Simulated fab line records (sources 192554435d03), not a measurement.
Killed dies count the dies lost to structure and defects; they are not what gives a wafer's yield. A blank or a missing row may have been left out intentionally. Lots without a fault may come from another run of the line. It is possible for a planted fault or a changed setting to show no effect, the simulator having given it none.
Which of the tools did it?	flow n5Finfet	19 wafers from 7 lots sampled at 5 of the route's 1938 steps

== WHAT EACH GAUGE READ, for each wafer ==
N5_BEOL_M3_THK_MEAS_01.
lot	measured	on	M3_ILD_THK (nm)
L233	day 7 15:43	filmMetro-01	79.4 80.0 78.6
L236	day 8 09:37	filmMetro-02	76.6 79.3 80.3
L238	day 8 22:43	filmMetro-02	78.9 80.7 80.9
L240	day 9 14:36	filmMetro-02	78.6 77.6
L241	day 9 18:26	filmMetro-02	79.9 78.8 81.7
L244	day 10 18:15	filmMetro-01	78.8 76.7 77.9
L253	day 12 16:37	filmMetro-01	77.2 35.8

== WHAT TOOL EACH LOT RAN ON (gives the tool, then ch and the chambers of the sampled wafers, and finally the start) ==
lot	N5_BEOL_M2_ANNEAL_87	N5_BEOL_M2_SPUTTER_92	N5_BEOL_M2_PRE_CLEAN_60	N5_BEOL_M3_ILD_DEP_00
L233	pvdSputter-01, day 7 13:29	pvdSputter-01, day 7 14:04	cvdCo-02 ch 0,2, day 7 15:21	pecvd-04 ch 0,1,2, day 7 15:38
L236	pvdSputter-02, day 8 07:22	pvdSputter-02, day 8 07:57	cvdCo-02 ch 1,2, day 8 09:13	pecvd-04 ch 0,1,2, day 8 09:34
L238	pvdSputter-02, day 8 20:31	pvdSputter-02, day 8 21:05	cvdCo-01 ch 0,1, day 8 22:21	pecvd-02 ch 0,1, day 8 22:38
L240	pvdSputter-01, day 9 12:20	pvdSputter-01, day 9 12:55	cvdCo-01 ch 0,1, day 9 14:14	pecvd-01 ch 0,2, day 9 14:33
L241	pvdSputter-01, day 9 16:14	pvdSputter-01, day 9 16:49	cvdCo-02 ch 0,2, day 9 18:05	pecvd-04 ch 1,2, day 9 18:22
L244	pvdSputter-02, day 10 15:59	pvdSputter-02, day 10 16:34	cvdCo-01 ch 1,2, day 10 17:53	pecvd-01 ch 1,2, day 10 18:11
L253	pvdSputter-01, day 12 14:25	pvdSputter-01, day 12 15:00	cvdCo-01 ch 0,1, day 12 16:16	pecvd-01 ch 0, day 12 16:34
- N5_BEOL_M2_ANNEAL_87: time 240 s.
- N5_BEOL_M2_SPUTTER_92: material Cu, target thk 4.5 nm, time 8.29 s.
- N5_BEOL_M2_PRE_CLEAN_60: time 15 s.
- N5_BEOL_M3_ILD_DEP_00: deposits SiOC from DEMS/O2, target thk 79 nm, time 15.3 s.

== THE ANSWER, worked out from the rows above alone ==
Rule: what is usual is taken from the lots themselves. Put in order of their means at a reading, lots are off if they are a third of the lots or fewer, leave a main group of 4 or more, and stand apart from it by a gap of 3 or more times the standard deviation of the main group's means; of several such gaps the widest counts. If all means in a main group match to the digits the tables above print for the reading, that group is not used. A lot without any number at a reading at which 4 lots or more have one is off too. The other lots that the step has rows for count as sound.
Off: at N5_BEOL_M3_THK_MEAS_01 (M3_ILD_THK), L253. The main group has a mean of 79.0 nm with a standard deviation of 0.92.
A tool fits if, at a process step before that reading, it ran every lot that is off, and no sound lot after the first of them. Gauges at N5_BEOL_M3_THK_MEAS_01: tried the same way as those tools. Can't be told from this: 4 tools fit, pvdSputter-01 at N5_BEOL_M2_ANNEAL_87 and N5_BEOL_M2_SPUTTER_92, cvdCo-01 at N5_BEOL_M2_PRE_CLEAN_60, pecvd-01 at N5_BEOL_M3_ILD_DEP_00, filmMetro-01 at N5_BEOL_M3_THK_MEAS_01.

== WHAT WAS PUT IN BY THE SIMULATOR ==
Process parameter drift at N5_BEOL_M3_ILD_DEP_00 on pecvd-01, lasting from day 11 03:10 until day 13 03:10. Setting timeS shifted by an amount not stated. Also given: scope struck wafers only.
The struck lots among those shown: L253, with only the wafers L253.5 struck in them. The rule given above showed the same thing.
